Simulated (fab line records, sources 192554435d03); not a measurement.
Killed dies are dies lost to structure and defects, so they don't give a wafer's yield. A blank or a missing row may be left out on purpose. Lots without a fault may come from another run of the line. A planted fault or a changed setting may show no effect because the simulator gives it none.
fab line records | flow n5_finfet
record lots=7 wafers=21
route steps=1938 shown MOL_CONTACT_COAG@523 BEOL_M0_SAQP@638 BEOL_M1@789 BEOL_M2@846
start_h: hours from the record's first day to the start of the lot's first wafer shown | wait_h: hours since the lot's step before | " the same as in the row above | L1.1+2: a row that stands for several wafers | - no value, or no start given | * or withheld: withheld | < > ~ a bound
route shown NAME@n: a module of which the file shows steps, and the number in the route of the first | usual: mean/standard deviation of fault-free wafers | same: alike in all rows | chamber/n: place in a boat | sites: the reading at each site | _std_site: their standard deviation | _edge_site: outer sites' mean less inner sites' | radius_mm: how far each site lies from the wafer's centre | mask NAME#n: copy n | behind: the tool/chamber that last shaped the wafer | hold: why the lot was held/for how many hours/how that ended | device: the transistor (n, p or np) that didn't switch | end of line: the same wafers' tests at the end of the route | a step without rows: its recipe alone | killed: dies lost to structure and defects at the first sort, not the wafer's yield | map: a wafer's dies, x killed, . not, _ none there
set.NAME: the setting as run; set.NAME@STEP: as run at that earlier step | model.NAME: the simulator's own value behind a step, which no gauge read
lots whose settings were changed on purpose; a table a step, a row a wafer
## steps
# step N5_MOL_CONTACT_COAG_EXPOSE_05
# recipe mask_id=CA na=0.33 source_shape=annular sigma_inner=0.4 sigma_outer=0.8 polarization=unpolarized defocus_nm=0 dose_mj=38.25
# columns lot.wafer tool chamber start_h wait_h mask set.dose_mj
L074.3+4+6 euv_scanner-02 0 88.61 - CA#0 38.25
L076.1+4 euv_scanner-01 0 99.04 - CA#0 39.17
L076.3 " 0 " " CA#0 38.25
L085.1+2+6 euv_scanner-02 0 151.91 - CA#0 38.25
L086.1+4+6 euv_scanner-01 0 158.60 - CA#0 38.25
L089.1+4+6 euv_scanner-01 0 174.67 - CA#0 38.25
L090.1+6 euv_scanner-02 0 181.25 - CA#0 38.25
L090.3 " 0 " " CA#0 35.94
L093.4 euv_scanner-01 0 200.43 - CA#0 38.25
L093.5+6 " 0 " " CA#0 39.56
# step N5_MOL_CONTACT_COAG_PEB_06
# recipe peb_temp_c=100 peb_time_s=60 resist=CAR-EUV
# step N5_MOL_CONTACT_COAG_DEVELOP_07
# recipe develop_time_s=30 developer=TMAH resist=CAR-EUV rinse_liquid=surfactant_rinse dry=air_spin dev_temp_c=23
# step N5_MOL_CONTACT_COAG_DESCUM_13
# recipe chemistry=O2 time_s=7 source_power_w=50 bias_power_w=20 pressure_mtorr=20 rf_frequency_hz=2.712e+07 temp_c=40 resist=CAR-EUV o2_flow_sccm=225
# step N5_MOL_CONTACT_COAG_ETCH_59
# recipe chemistry=N2/H2 target=underlayer target_depth_a=130 mask_material=CAR-EUV time_s=10.4 ion_energy_ev=200 pressure_mtorr=30 source_w=840 bias_w=150 n2_flow_sccm=200 h2_flow_sccm=200 ends=cleared
# columns lot.wafer tool chamber start_h wait_h set.dose_mj@MOL_CONTACT_COAG_EXPOSE_05 model.MOL_CONTACT_COAG.cd_offset_nm
L074.3 rie_diel-01 2 88.92 0.0 38.25 -0.6
L074.4 " 0 " " 38.25 0
L074.6 " 2 " " 38.25 -0.2
L076.1+4 rie_diel-01 3,2 99.33 0.0 39.17 0.2
L076.3 " 0 " " 38.25 0
L085.1 rie_diel-04 3 152.27 0.0 38.25 0
L085.2+6 " 0 " " 38.25 -0.2
L086.1+6 rie_diel-05 0,1 158.89 0.0 38.25 -0.6
L086.4 " 3 " " 38.25 -0.8
L089.1+4 rie_diel-04 2,1 174.95 0.0 38.25 -0.6
L089.6 " 3 " " 38.25 -0.2
L090.1 rie_diel-05 1 181.54 0.0 38.25 -0.4
L090.3 " 0 " " 35.94 -1.8
L090.6 " 3 " " 38.25 -0.2
L093.4 rie_diel-04 1 200.89 0.0 38.25 -0.2
L093.5 " 2 " " 39.56 0.4
L093.6 " 1 " " 39.56 0.2
# step N5_MOL_CONTACT_COAG_ETCH_105
# recipe chemistry=CF4 target=SiARC target_depth_a=156 mask_material=CAR-EUV time_s=26 ion_energy_ev=80 pressure_mtorr=40 source_w=545 bias_w=36 Ar_flow_sccm=100 cf4_flow_sccm=100 ends=cleared
# step N5_MOL_CONTACT_COAG_ETCH_106
# recipe chemistry=N2/H2 target=SOC target_depth_a=800 overetch_a=160 mask_material=SiARC temp_c=40 time_s=120 ion_energy_ev=200 pressure_mtorr=30 source_w=840 bias_w=150 n2_flow_sccm=200 h2_flow_sccm=200
# columns lot.wafer tool chamber start_h wait_h set.dose_mj@MOL_CONTACT_COAG_EXPOSE_05 model.MOL_CONTACT_COAG.cd_offset_nm
L074.3 rie_diel-01 2 88.97 0.0 38.25 -0.6
L074.4+6 " 0,2 " " 38.25 -0.2
L076.1 rie_diel-01 3 99.38 0.0 39.17 0
L076.3 " 0 " " 38.25 -0.4
L076.4 " 2 " " 39.17 0.2
L085.1 rie_diel-04 3 152.32 0.0 38.25 -0.2
L085.2+6 " 0 " " 38.25 -0.6
L086.1 rie_diel-05 0 158.94 0.0 38.25 -0.8
L086.4+6 " 3,1 " " 38.25 -0.6
L089.1+4 rie_diel-04 2,1 175.00 0.0 38.25 -0.8
L089.6 " 3 " " 38.25 0
L090.1 rie_diel-05 1 181.59 0.0 38.25 -0.2
L090.3 " 0 " " 35.94 -2.2
L090.6 " 3 " " 38.25 -0.4
L093.4 rie_diel-04 1 200.94 0.0 38.25 -0.6
L093.5 " 2 " " 39.56 0.6
L093.6 " 1 " " 39.56 0
# step N5_MOL_CONTACT_COAG_STRIP_107
# recipe chemistry=N2/H2 temp_c=40 n2_flow_sccm=200 h2_flow_sccm=200 rf_frequency_hz=6e+07
# step N5_MOL_CONTACT_COAG_STRIP_108
# recipe chemistry=N2/H2 temp_c=40 n2_flow_sccm=200 h2_flow_sccm=200 rf_frequency_hz=6e+07
# step N5_MOL_CONTACT_COAG_CONTACT_ETCH_14
# recipe chemistry=C4F6/O2 target=SiO2 target_depth_a=275 overetch_a=85 mask_material=SOC pressure_mtorr=30 source_w=370 bias_w=185 Ar_flow_sccm=300 C4F6_flow_sccm=16 O2_flow_sccm=10 time_s=20 ion_energy_ev=259.6
# columns lot.wafer tool chamber start_h wait_h set.dose_mj@MOL_CONTACT_COAG_EXPOSE_05 model.MOL_CONTACT_COAG.cd_offset_nm
L074.3 rie_diel-01 2 89.07 0.0 38.25 -0.6
L074.4+6 " 0,2 " " 38.25 -0.2
L076.1 rie_diel-01 3 99.48 0.0 39.17 0
L076.3 " 0 " " 38.25 -0.4
L076.4 " 2 " " 39.17 0.2
L085.1 rie_diel-04 3 152.42 0.0 38.25 -0.2
L085.2+6 " 0 " " 38.25 -0.6
L086.1 rie_diel-05 0 159.04 0.0 38.25 -1
L086.4+6 " 3,1 " " 38.25 -0.6
L089.1 rie_diel-04 2 175.10 0.0 38.25 -0.4
L089.4 " 1 " " 38.25 -0.8
L089.6 " 3 " " 38.25 0
L090.1 rie_diel-05 1 181.69 0.0 38.25 -0.2
L090.3 " 0 " " 35.94 -2.4
L090.6 " 3 " " 38.25 -0.4
L093.4 rie_diel-04 1 201.04 0.0 38.25 -0.6
L093.5 " 2 " " 39.56 0.6
L093.6 " 1 " " 39.56 0
# step N5_MOL_CONTACT_COAG_STRIP_109
# recipe chemistry=C4F6/O2 resist=SiARC rf_frequency_hz=6e+07
# step N5_MOL_CONTACT_COAG_ETCH_15
# recipe chemistry=CH3F/O2 target=SiNx target_depth_a=70 mask_material=SOC stop_on=Si:P over_etch_frac=0.75 ion_energy_ev=120 pressure_mtorr=30 source_w=395 bias_w=73 Ar_flow_sccm=150 CH3F_flow_sccm=30 O2_flow_sccm=20
# step N5_MOL_CONTACT_COAG_ETCH_110
# recipe chemistry=CF4/O2 target=Si target_depth_a=25 time_s=8 pressure_mtorr=100 source_w=200 bias_w=12 ion_energy_ev=60 Ar_flow_sccm=100 cf4_flow_sccm=100 O2_flow_sccm=10
# columns lot.wafer tool chamber start_h wait_h set.dose_mj@MOL_CONTACT_COAG_EXPOSE_05 model.MOL_CONTACT_COAG.cd_offset_nm
L074.3 rie_diel-01 2 89.16 0.0 38.25 -0.8
L074.4 " 0 " " 38.25 0
L074.6 " 2 " " 38.25 -0.2
L076.1 rie_diel-01 3 99.57 0.0 39.17 0
L076.3 " 0 " " 38.25 -0.2
L076.4 " 2 " " 39.17 0.2
L085.1 rie_diel-04 3 152.52 0.0 38.25 0
L085.2+6 " 0 " " 38.25 -0.4
L086.1 rie_diel-05 0 159.13 0.0 38.25 -0.8
L086.4 " 3 " " 38.25 -0.6
L086.6 " 1 " " 38.25 -0.4
L089.1 rie_diel-04 2 175.20 0.0 38.25 -0.4
L089.4 " 1 " " 38.25 -0.6
L089.6 " 3 " " 38.25 0
L090.1 rie_diel-05 1 181.78 0.0 38.25 0
L090.3 " 0 " " 35.94 -2.4
L090.6 " 3 " " 38.25 -0.2
L093.4 rie_diel-04 1 201.13 0.0 38.25 -0.6
L093.5 " 2 " " 39.56 0.6
L093.6 " 1 " " 39.56 0
# step N5_MOL_CONTACT_COAG_STRIP_98
# recipe chemistry=N2/H2 power_w=500 temp_c=40 pressure_mtorr=50 rf_frequency_hz=6e+07 overash_fraction=0.3 bias_power_w=8 h2_frac=0.5 n2_flow_sccm=300 h2_flow_sccm=300
# step N5_MOL_CONTACT_COAG_CD_MEAS_99
# recipe target_cd_nm=17.2 polarity=opening
# usual cd_nm=16.8/0.41
# columns lot.wafer tool chamber start_h wait_h set.dose_mj@MOL_CONTACT_COAG_EXPOSE_05 cd_nm
L074.3 cd_sem-01 - 89.28 - 38.25 16.6
L074.4 " - " " 38.25 16.9
L074.6 " - " " 38.25 17.0
L076.1 cd_sem-01 - 99.69 - 39.17 17.5
L076.3 " - " " 38.25 16.9
L076.4 " - " " 39.17 17.4
L085.1 cd_sem-03 - 152.64 - 38.25 17.4
L085.2 " - " " 38.25 17.1
L085.6 " - " " 38.25 17.0
L086.1 cd_sem-02 - 159.25 - 38.25 16.3
L086.4 " - " " 38.25 16.7
L086.6 " - " " 38.25 16.8
L089.1 cd_sem-01 - 175.32 - 38.25 16.7
L089.4 " - " " 38.25 16.5
L089.6 " - " " 38.25 17.2
L090.1 cd_sem-03 - 181.90 - 38.25 17.4
L090.3 " - " " 35.94 15.0
L090.6 " - " " 38.25 17.2
L093.4 cd_sem-03 - 201.25 - 38.25 16.6
L093.5 " - " " 39.56 17.7
L093.6 " - " " 39.56 17.2
# step N5_MOL_CONTACT_COAG_ETCH_91
# recipe chemistry=N2/H2 target=SOC target_depth_a=600 overetch_a=210 mask_material=SiARC temp_c=40 time_s=101.2 ion_energy_ev=200 pressure_mtorr=30 source_w=840 bias_w=150 n2_flow_sccm=200 h2_flow_sccm=200
# usual rf_vpp_V=523.8/2
# columns lot.wafer tool chamber start_h wait_h set.source_w rf_vpp_V
L074.3 rie_diel-04 1 99.89 0.0 840 525.7
L074.4 " 3 " " 840 525.8
L074.6 " 0 " " 840 523.5
L076.1 rie_diel-01 0 108.61 0.0 790.1 533.3
L076.3 " 2 " " 790.1 529.6
L076.4 " 3 " " 840 522.4
L085.1 rie_diel-01 0 163.55 0.0 840 523.9
L085.2 " 3 " " 840 521.9
L085.6 " 1 " " 840 526.9
L086.1 rie_diel-01 1 170.97 0.0 905.5 514.1
L086.4 " 2 " " 840 519.5
L086.6 " 2 " " 905.5 508.8
L089.1 rie_diel-01 0 186.90 0.0 840 525.2
L089.4 " 1 " " 840 526.4
L089.6 " 0 " " 923.7 506.0
L090.1 rie_diel-04 2 190.23 0.0 923.9 507.5
L090.3 " 3 " " 840 526.8
L090.6 " 0 " " 923.9 506.3
L093.4 rie_diel-05 0 211.13 0.0 840 525.6
L093.5 " 2 " " 840 522.7
L093.6 " 1 " " 840 523.7
# step N5_BEOL_M0_SAQP_PECVD_04
# recipe material=a-Si target_thk_a=600 temp_c=350 precursor=SiH4/He pressure_torr=3 rf_w=100 time_s=60.2
# columns lot.wafer tool chamber start_h wait_h set.time_s model.a-Si_of_BEOL_M0_SAQP_PECVD_04.thk_nm
L074.3 pecvd-03 0 106.29 0.0 60.2 60.4
L074.4 " 0 " " 60.2 61.4
L074.6 " 2 " " 60.2 60.8
L076.1 pecvd-04 0 116.23 0.0 54.12 52.8
L076.3 " 1 " " 60.2 60.4
L076.4 " 1 " " 60.2 61.8
L085.1+2 pecvd-04 1,2 170.10 0.0 54.6 54.4
L085.6 " 1 " " 60.2 61.2
L086.1 pecvd-04 0 179.39 0.0 60.2 59.4
L086.4 " 0 " " 68.75 69
L086.6 " 2 " " 68.75 68.4
L089.1 pecvd-04 0 194.73 0.0 60.2 59.8
L089.4 " 2 " " 62.91 63.6
L089.6 " 0 " " 62.91 63.8
L090.1 pecvd-03 2 201.12 0.0 60.2 60
L090.3 " 1 " " 60.2 59.4
L090.6 " 0 " " 60.2 59.6
L093.4 pecvd-03 1 220.42 0.1 60.2 59.8
L093.5 " 1 " " 54.63 54
L093.6 " 0 " " 54.63 53.8
# step N5_BEOL_M0_SAQP_THK_MEAS_05
# usual thk_nm=60.2/0.85
# columns lot.wafer tool chamber start_h wait_h set.time_s@BEOL_M0_SAQP_PECVD_04 thk_nm
L074.3 film_metro-01 - 106.38 0.1 60.2 60.5
L074.4 " - " " 60.2 61.3
L074.6 " - " " 60.2 60.7
L076.1 film_metro-02 - 116.33 0.1 54.12 52.9
L076.3 " - " " 60.2 60.4
L076.4 " - " " 60.2 61.9
L085.1 film_metro-02 - 170.20 0.1 54.6 54.4
L085.2 " - " " 54.6 54.5
L085.6 " - " " 60.2 61.3
L086.1 film_metro-01 - 179.48 0.1 60.2 59.5
L086.4 " - " " 68.75 69.0
L086.6 " - " " 68.75 68.4
L089.1 film_metro-02 - 194.83 0.1 60.2 59.7
L089.4 " - " " 62.91 63.6
L089.6 " - " " 62.91 63.8
L090.1 film_metro-02 - 201.23 0.1 60.2 60.0
L090.3 " - " " 60.2 59.3
L090.6 " - " " 60.2 59.7
L093.4 film_metro-01 - 220.52 0.1 60.2 59.8
L093.5 " - " " 54.63 53.9
L093.6 " - " " 54.63 53.7
# step N5_BEOL_M0_SAQP_MANDREL_ETCH_20
# recipe target_depth_a=600 chemistry=HBr/Cl2 target=a-Si stop_on=SiNx bt_time_s=10 mask_material=SOC over_etch_frac=0.5 time_s=30 pressure_mtorr=10 icp_w=800 bias_w=75 HBr_flow_sccm=150 Cl2_flow_sccm=80 ends=end_point
# usual oes_product_au=0.778/0.012
# columns lot.wafer tool chamber start_h wait_h set.over_etch_frac set.time_s@BEOL_M0_SAQP_PECVD_04 oes_product_au model.etch.depth_nm
L074.3 rie_si-03 2 107.23 0.0 0.5 60.2 0.758 60.44
L074.4 " 1 " " 0.5 60.2 0.783 61.1
L074.6 " 3 " " 0.5 60.2 0.798 60.68
L076.1 rie_si-05 0 117.18 0.0 0.5 54.12 0.721 52.82
L076.3 " 2 " " 0.5 60.2 0.783 60.14
L076.4 " 3 " " 0.5 60.2 0.787 61.86
L085.1 rie_si-05 2 171.28 0.0 0.5 54.6 0.737 54.42
L085.2 " 3 " " 0.5 54.6 0.731 54.46
L085.6 " 0 " " 0.4881 60.2 0.799 61.27
L086.1 rie_si-06 0 180.33 0.0 0.5 60.2 0.799 59.43
L086.4 " 2 " " 0.5 68.75 0.837 68.74
L086.6 " 2 " " 0.5 68.75 0.840 68.21
L089.1 rie_si-03 1 195.68 0.0 0.5238 60.2 0.754 59.68
L089.4 " 0 " " 0.5238 62.91 0.780 63.32
L089.6 " 2 " " 0.5 62.91 0.784 63.53
L090.1 rie_si-03 2 202.12 0.0 0.5 60.2 0.763 59.97
L090.3 " 1 " " 0.5 60.2 0.763 59.08
L090.6 " 2 " " 0.4644 60.2 0.764 59.64
L093.4 rie_si-05 1 221.37 0.0 0.5 60.2 0.771 59.75
L093.5 " 2 " " 0.5 54.63 0.735 53.92
L093.6 " 1 " " 0.5 54.63 0.726 53.7
# step N5_BEOL_M1_DESCUM_33
# recipe chemistry=O2 time_s=7 source_power_w=50 bias_power_w=20 pressure_mtorr=20 rf_frequency_hz=2.712e+07 temp_c=40 resist=CAR-EUV o2_flow_sccm=225
# columns lot.wafer tool chamber start_h wait_h set.time_s
L074.3+4+6 rie_diel-02 2,1,3 120.40 0.0 7
L076.1+3 rie_diel-02 1,2 130.85 0.1 7
L076.4 " 0 " " 8.065
L085.1+2 rie_diel-06 3,2 187.04 0.0 6.052
L085.6 " 0 " " 7
L086.1+4+6 rie_diel-02 3,0,3 196.10 0.0 7
L089.1+4 rie_diel-03 1,3 208.76 0.0 7.628
L089.6 " 0 " " 7
L090.1+3+6 rie_diel-02 1,2,3 219.11 0.0 7
L093.4+5+6 rie_diel-02 2,1,3 237.38 0.0 6.431
# step N5_BEOL_M1_ETCH_77
# recipe chemistry=N2/H2 target=underlayer target_depth_a=65 mask_material=CAR-EUV time_s=5.2 ion_energy_ev=200 pressure_mtorr=30 source_w=840 bias_w=150 n2_flow_sccm=200 h2_flow_sccm=200 ends=cleared
# columns lot.wafer tool chamber start_h wait_h set.time_s@BEOL_M1_DESCUM_33 model.CAR-EUV_of_BEOL_M1_COAT_22.thk_nm
L074.3+4+6 rie_diel-02 2,1,3 120.44 0.0 7 20.4
L076.1 rie_diel-02 1 130.88 0.0 7 20.2
L076.3 " 2 " " 7 20.4
L076.4 " 0 " " 8.065 19.8
L085.1 rie_diel-06 3 187.08 0.0 6.052 20.8
L085.2 " 2 " " 6.052 20.6
L085.6 " 0 " " 7 20.2
L086.1+6 rie_diel-02 3 196.13 0.0 7 20.4
L086.4 " 0 " " 7 20.2
L089.1+4 rie_diel-03 1,3 208.80 0.0 7.628 20
L089.6 " 0 " " 7 20.4
L090.1+3+6 rie_diel-02 1,2,3 219.15 0.0 7 20.2
L093.4+5 rie_diel-02 2,1 237.41 0.0 6.431 20.6
L093.6 " 3 " " 6.431 20.8
# step N5_BEOL_M1_ETCH_69
# recipe chemistry=CF4 target=SiARC target_depth_a=156 mask_material=CAR-EUV time_s=26 ion_energy_ev=80 pressure_mtorr=40 source_w=545 bias_w=36 Ar_flow_sccm=100 cf4_flow_sccm=100 ends=cleared
# step N5_BEOL_M1_ALD_98
# recipe material=SiO2 target_thk_a=25 temp_c=100 ald_precursor_family=BDEAS ald_co_reactant=O2-plasma pulse_time_s=1 co_reactant_pulse_time_s=1 purge_time_s=2 co_reactant_purge_time_s=2 ald_cycles=17 pressure_torr=2
# step N5_BEOL_M1_ETCHBACK_99
# recipe chemistry=CHF3 target=SiO2 target_depth_a=50 time_s=10.4 source_w=215 bias_w=47 Ar_flow_sccm=200 CHF3_flow_sccm=12 ion_energy_ev=100 pressure_mtorr=30
# columns lot.wafer tool chamber start_h wait_h set.time_s@BEOL_M1_DESCUM_33 model.CAR-EUV_of_BEOL_M1_COAT_22.thk_nm
L074.3+4+6 rie_diel-03 1,0,3 121.43 0.8 7 10.4
L076.1+3 rie_diel-06 0,2 139.11 7.8 7 10.4
L076.4 " 1 " " 8.065 9.8
L085.1 rie_diel-03 0 200.96 13.7 6.052 10.8
L085.2 " 2 " " 6.052 10.6
L085.6 " 0 " " 7 10.2
L086.1+4+6 rie_diel-06 0,2,0 201.06 4.8 7 10.4
L089.1+4 rie_diel-06 1,3 216.55 7.2 7.628 10
L089.6 " 2 " " 7 10.4
L090.1 rie_diel-03 2 230.82 11.4 7 10.2
L090.3+6 " 3,0 " " 7 10.4
L093.4+5 rie_diel-03 2,3 248.84 11.3 6.431 10.6
L093.6 " 0 " " 6.431 10.8
# step N5_BEOL_M2_COAT_62
# recipe resist=SiARC temp_c=220 time_s=60 spin_rpm=1500 resist_thk_nm=12
# columns lot.wafer tool chamber start_h wait_h set.spin_rpm model.SiARC_of_BEOL_M2_COAT_62.thk_nm
L074.3+4+6 litho_track-02 0 - - 1500 12
L076.1 litho_track-02 0 - - 1440 12.2
L076.3+4 " 0 " " 1500 12
L085.1+6 litho_track-02 0 - - 1432 12.4
L085.2 " 0 " " 1500 12
L086.1+4+6 litho_track-03 0 - - 1500 12
L089.1 litho_track-05 0 - - 1369 12.6
L089.4+6 " 0 " " 1500 12
L090.1+6 litho_track-03 0 - - 1500 12
L090.3 " 0 " " 1447 12.2
L093.4+5 litho_track-02 0 - - 1500 12
L093.6 " 0 " " 1634 11.6
## key
split step=N5_MOL_CONTACT_COAG_EXPOSE_05 setting=dose_mj stated=38.25 by=wafer
response step=N5_MOL_CONTACT_COAG_ETCH_59 reading=model.MOL_CONTACT_COAG.cd_offset_nm change=+0.208 per=1% r=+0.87
response step=N5_MOL_CONTACT_COAG_ETCH_106 reading=model.MOL_CONTACT_COAG.cd_offset_nm change=+0.292 per=1% r=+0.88
response step=N5_MOL_CONTACT_COAG_CONTACT_ETCH_14 reading=model.MOL_CONTACT_COAG.cd_offset_nm change=+0.314 per=1% r=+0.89
response step=N5_MOL_CONTACT_COAG_ETCH_110 reading=model.MOL_CONTACT_COAG.cd_offset_nm change=+0.328 per=1% r=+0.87
response step=N5_MOL_CONTACT_COAG_CD_MEAS_99 reading=cd_nm change=+0.338 per=1% r=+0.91
split step=N5_MOL_CONTACT_COAG_ETCH_91 setting=source_w stated=840 by=wafer
response step=N5_MOL_CONTACT_COAG_ETCH_91 reading=rf_vpp_V change=-1.74 per=1% r=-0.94
split step=N5_BEOL_M0_SAQP_PECVD_04 setting=time_s stated=60.2 by=wafer
response step=N5_BEOL_M0_SAQP_PECVD_04 reading=model.a-Si_of_BEOL_M0_SAQP_PECVD_04.thk_nm change=+0.708 per=1% r=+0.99
response step=N5_BEOL_M0_SAQP_THK_MEAS_05 reading=thk_nm change=* per=1% r=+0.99
response step=N5_BEOL_M0_SAQP_MANDREL_ETCH_20 reading=oes_product_au change=+0.00467 per=1% r=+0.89
response step=N5_BEOL_M0_SAQP_MANDREL_ETCH_20 reading=model.etch.depth_nm change=+0.698 per=1% r=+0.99
split step=N5_BEOL_M0_SAQP_MANDREL_ETCH_20 setting=over_etch_frac stated=0.5 by=wafer
response none clear
split step=N5_BEOL_M1_DESCUM_33 setting=time_s stated=7 by=wafer
response step=N5_BEOL_M1_ETCH_77 reading=model.CAR-EUV_of_BEOL_M1_COAT_22.thk_nm change=-0.0363 per=1% r=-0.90
response step=N5_BEOL_M1_ETCHBACK_99 reading=model.CAR-EUV_of_BEOL_M1_COAT_22.thk_nm change=-0.0393 per=1% r=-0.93
split step=N5_BEOL_M2_COAT_62 setting=spin_rpm stated=1500 by=wafer
response step=N5_BEOL_M2_COAT_62 reading=model.SiARC_of_BEOL_M2_COAT_62.thk_nm change=-0.0592 per=1% r=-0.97
